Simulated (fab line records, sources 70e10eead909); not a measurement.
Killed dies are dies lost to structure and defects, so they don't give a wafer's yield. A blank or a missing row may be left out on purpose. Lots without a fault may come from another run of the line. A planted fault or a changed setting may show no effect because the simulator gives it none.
Which tool did it? | flow nand_harc | 12 lots, 36 wafers sampled, at 6 steps of a route of 1302

WHAT THE GAUGES READ, wafer by wafer
NHARC_A_BLC_INSPECT_28. Usual: raw_defect_count 548, standard deviation 140.
lot  | measured     | on                | raw_defect_count | flag
L893 | day 22 11:02 | defect_inspect-02 | 546 466 538      |
L894 | day 23 14:57 | defect_inspect-02 | 524 525 376      |
L895 | day 24 07:04 | defect_inspect-01 | 800 683 660      |
L905 | day 27 12:38 | defect_inspect-02 | 471 575 499      |
L906 | day 27 19:45 | defect_inspect-02 | 466 614 479      |
L904 | day 27 21:29 | defect_inspect-02 | 473 341 471      |
L911 | day 30 06:05 | defect_inspect-02 | 645 526 471      |
L912 | day 31 01:44 | defect_inspect-01 | 886 505 481      |
L913 | day 31 06:48 | defect_inspect-02 | 760 939 504      |
L914 | day 31 08:04 | defect_inspect-01 | 674 480 531      |
L915 | day 31 13:23 | defect_inspect-02 | 669 484 643      |
L916 | day 31 19:18 | defect_inspect-02 | 687 419 458      |

NHARC_A_M0_INSPECT_27. Usual: raw_defect_count 576, standard deviation 150.
lot  | measured     | on                | raw_defect_count | flag
L893 | day 22 14:29 | defect_inspect-02 | 604 569 569      |
L894 | day 23 18:31 | defect_inspect-02 | 453 583 492      |
L895 | day 24 10:33 | defect_inspect-01 | 851 563 532      |
L905 | day 27 16:04 | defect_inspect-01 | 3415 882 968     | OFF
L906 | day 27 23:17 | defect_inspect-01 | 453 475 549      |
L904 | day 28 01:20 | defect_inspect-02 | 3112 458 3190    | OFF
L911 | day 30 09:40 | defect_inspect-01 | 610 568 560      |
L912 | day 31 05:19 | defect_inspect-02 | 610 667 682      |
L913 | day 31 10:24 | defect_inspect-02 | 569 543 470      |
L914 | day 31 11:40 | defect_inspect-01 | 706 554 632      |
L915 | day 31 17:11 | defect_inspect-02 | 554 689 469      |
L916 | day 31 22:48 | defect_inspect-01 | 411 392 316      |

NHARC_END_SORT_01. Usual: defect_limited_yield 91 %, standard deviation 3; killed_at_array 59, standard deviation 20; killed_at_other 0.8, standard deviation 1; killed_at_periphery 3.2, standard deviation 2.1; killed_dies 63, standard deviation 21; killed_open 3.0, standard deviation 1.9; killed_short 2.3, standard deviation 1.5.
lot  | measured     | on        | defect_limited_yield (%) | killed_at_array | killed_at_other | killed_at_periphery | killed_dies | killed_open | killed_short | flag
L906 | day 29 22:28 | prober-01 | 91 90 90                 | 59 65 70        | 0 0 0           | 3 3 0               | 62 68 70    | 2 5 0       | 0 1 2        |
L904 | day 29 14:40 | prober-01 | 0 92 0                   | 673 52 668      | 0 0 2           | 4 3 7               | 677 55 677  | 5 2 2       | 2 1 1        | OFF
L913 | day 33 04:44 | prober-01 | 92 90 91                 | 53 62 57        | 2 1 0           | 2 2 2               | 57 65 59    | 3 7 3       | 2 1 0        |
L916 | day 34 04:07 | prober-01 | 91 92 92                 | 55 50 50        | 0 0 2           | 5 4 4               | 60 54 56    | 3 0 0       | 0 1 4        |

WHICH TOOL RAN EACH LOT (tool, then ch and the chambers of the sampled wafers, then the start)
lot  | NHARC_A_M0_DEGAS_28          | NHARC_A_M0_PVD_21                       | NHARC_A_M0_CMP_23
L893 | pvd_sputter-01, day 22 12:56 | pvd_sputter-01, day 22 14:02 or earlier | cmp-03 ch 0,3, day 22 14:02
L894 | pvd_sputter-03, day 23 16:58 | pvd_sputter-03, day 23 18:03 or earlier | cmp-04 ch 0,1, day 23 18:03
L895 | pvd_sputter-02, day 24 08:59 | pvd_sputter-02, day 24 10:04 or earlier | cmp-04 ch 1,2, day 24 10:04
L905 | pvd_sputter-03, day 27 14:31 | pvd_sputter-03, day 27 15:35 or earlier | cmp-04 ch 0,1, day 27 15:35
L906 | pvd_sputter-03, day 27 21:43 | pvd_sputter-03, day 27 22:49 or earlier | cmp-03 ch 0,1,2, day 27 22:49
L904 | pvd_sputter-03, day 27 23:34 | pvd_sputter-03, day 28 00:51 or earlier | cmp-04 ch 0,2, day 28 00:51
L911 | pvd_sputter-01, day 30 08:06 | pvd_sputter-01, day 30 09:11 or earlier | cmp-01 ch 0,1,3, day 30 09:11
L912 | pvd_sputter-03, day 31 03:46 | pvd_sputter-03, day 31 04:53 or earlier | cmp-03 ch 2,3, day 31 04:53
L913 | pvd_sputter-02, day 31 08:51 | pvd_sputter-02, day 31 09:56 or earlier | cmp-04 ch 1,3, day 31 09:56
L914 | pvd_sputter-01, day 31 10:04 | pvd_sputter-01, day 31 11:14 or earlier | cmp-03 ch 1,2,3, day 31 11:14
L915 | pvd_sputter-01, day 31 15:38 | pvd_sputter-01, day 31 16:42 or earlier | cmp-03 ch 2,3, day 31 16:42
L916 | pvd_sputter-02, day 31 21:14 | pvd_sputter-02, day 31 22:20 or earlier | cmp-04 ch 1,3, day 31 22:20
- NHARC_A_M0_DEGAS_28: time 60 s.
- NHARC_A_M0_PVD_21: deposits Cu, target thk 30 nm, time 20.49 s.
- NHARC_A_M0_CMP_23: polishes, t overpolish 20 s, target thk 113.75 nm.

WHAT THE TOOLS THEMSELVES READ (means of the sampled wafers that have a number; where no wafer has one, the mark that the record gives instead)
NHARC_A_M0_DEGAS_28. Usual: heater_power_w 353 W, standard deviation 37.
lot  | tool           | heater_power_w (W) | flag
L893 | pvd_sputter-01 | 367                |
L894 | pvd_sputter-03 | 318                |
L895 | pvd_sputter-02 | 388                |
L905 | pvd_sputter-03 | 306                |
L906 | pvd_sputter-03 | 288                |
L904 | pvd_sputter-03 | 342                |
L911 | pvd_sputter-01 | 376                |
L912 | pvd_sputter-03 | 325                |
L913 | pvd_sputter-02 | 375                |
L914 | pvd_sputter-01 | 380                |
L915 | pvd_sputter-01 | 388                |
L916 | pvd_sputter-02 | 374                |

NHARC_A_M0_PVD_21. Usual: throttle_valve_pct 29.9 %, standard deviation 0.98.
lot  | tool           | throttle_valve_pct (%) | flag
L893 | pvd_sputter-01 | 29.2                   |
L894 | pvd_sputter-03 | 29.0                   |
L895 | pvd_sputter-02 | 29.8                   |
L905 | pvd_sputter-03 | 29.1                   |
L906 | pvd_sputter-03 | 29.7                   |
L904 | pvd_sputter-03 | 30.4                   |
L911 | pvd_sputter-01 | 29.8                   |
L912 | pvd_sputter-03 | 29.7                   |
L913 | pvd_sputter-02 | 30.2                   |
L914 | pvd_sputter-01 | 29.2                   |
L915 | pvd_sputter-01 | 29.3                   |
L916 | pvd_sputter-02 | 29.9                   |

NHARC_A_M0_CMP_23. Usual: edge_zone_pressure_frac 1.001, standard deviation 0.0055; motor_current_A 12.1 A, standard deviation 1.2; time_to_endpoint_s 29.0 s, standard deviation 2.7.
lot  | tool   | edge_zone_pressure_frac | motor_current_A (A) | time_to_endpoint_s (s) | flag
L893 | cmp-03 | 1.000                   | 12.7                | 33.1                   |
L894 | cmp-04 | 1.006                   | 10.8                | 29.1                   |
L895 | cmp-04 | 0.995                   | 12.5                | 29.3                   |
L905 | cmp-04 | 1.000                   | 10.3                | 31.7                   |
L906 | cmp-03 | 0.999                   | 11.9                | 27.8                   |
L904 | cmp-04 | 1.001                   | 12.8                | 32.2                   |
L911 | cmp-01 | 1.000                   | 11.6                | 27.1                   |
L912 | cmp-03 | 1.004                   | 13.0                | 28.9                   |
L913 | cmp-04 | 0.999                   | 11.4                | 30.4                   |
L914 | cmp-03 | 0.999                   | 12.3                | 26.3                   |
L915 | cmp-03 | 1.001                   | 12.4                | 26.9                   |
L916 | cmp-04 | 0.997                   | 10.9                | 29.7                   |

THE ANSWER, worked out from the rows above alone
Rule: a lot is off if the mean of its wafers that have a number lies more than 3 standard deviations from the usual mean. A lot without any number at a reading at which 4 lots or more have one is off too. The other lots that the step has rows for count as sound. The gauges are gone through in route order, then the tools' own readings, and for those a lot's mean is taken as printed above. The first step at which some lot is off is used, and at that step the reading that is off furthest; a lot without a number counts as furthest.
Off: L905, L904, at NHARC_A_M0_INSPECT_27 (raw_defect_count).
A tool fits if, at a process step before that reading, it ran every lot that is off, and no sound lot after the first of them. The gauges at NHARC_A_M0_INSPECT_27 are tried like those tools. NHARC_A_M0_PVD_21 gives no start for some lots, so the hours and the order of its lots are those of NHARC_A_M0_CMP_23. None of those tried fits.

WHAT THE SIMULATOR HAD PUT IN
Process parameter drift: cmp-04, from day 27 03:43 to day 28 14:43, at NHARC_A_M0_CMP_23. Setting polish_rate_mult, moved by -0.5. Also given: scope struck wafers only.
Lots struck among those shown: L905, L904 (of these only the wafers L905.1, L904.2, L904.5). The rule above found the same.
